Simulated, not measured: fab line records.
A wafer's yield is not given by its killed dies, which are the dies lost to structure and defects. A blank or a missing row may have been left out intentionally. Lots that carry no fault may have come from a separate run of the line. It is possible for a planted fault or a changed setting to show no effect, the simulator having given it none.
Chamber matching -- flow nandHarc -- NHARC_P_GATE_STRIP_101 on rieDiel-02 has 4 sister chambers
The step strips in O2, time 20 s. 4 wafers are shown with their chamber, then 8 later ones without.

== WAFERS WITH THEIR CHAMBER ==
wafer,chamber,showerheadPlenumPTorr (Torr)
L087.5,1,3.49
L089.1,0,3.62
L089.2,3,3.42
L090.1,2,3.56

== WAFERS WITH NO CHAMBER GIVEN ==
wafer,showerheadPlenumPTorr (Torr)
L090.2,3.62
L090.4,3.49
L092.1,3.56
L092.3,3.42
L092.6,3.56
L093.4,3.42
L093.5,3.61
L093.6,3.42

== WHICH CHAMBER EACH ONE RAN IN ==
wafer,from the rows above,in truth
L090.2,0,0
L090.4,1,1
L092.1,2,2
L092.3,3,3
L092.6,2,2
L093.4,3,3
L093.5,0,0
L093.6,3,3
8 of 8 placed correctly. Number that these rows cannot place: 0. Number placed wrongly: 0.
How it was worked out, from the rows above alone: a wafer's distance from a chamber is the root of the sum, over the readings, of the square of ((its reading less the chamber's mean) divided by the reading's scatter). If the next closest chamber is less than 2 further off than the closest, the wafer can't be placed; otherwise it belongs to the closest. The mean given for a chamber averages the wafers shown for that chamber. The scatter (one wafer shown for each chamber): square how far every hidden wafer sits from the nearest shown wafer, average those squares and take the square root.
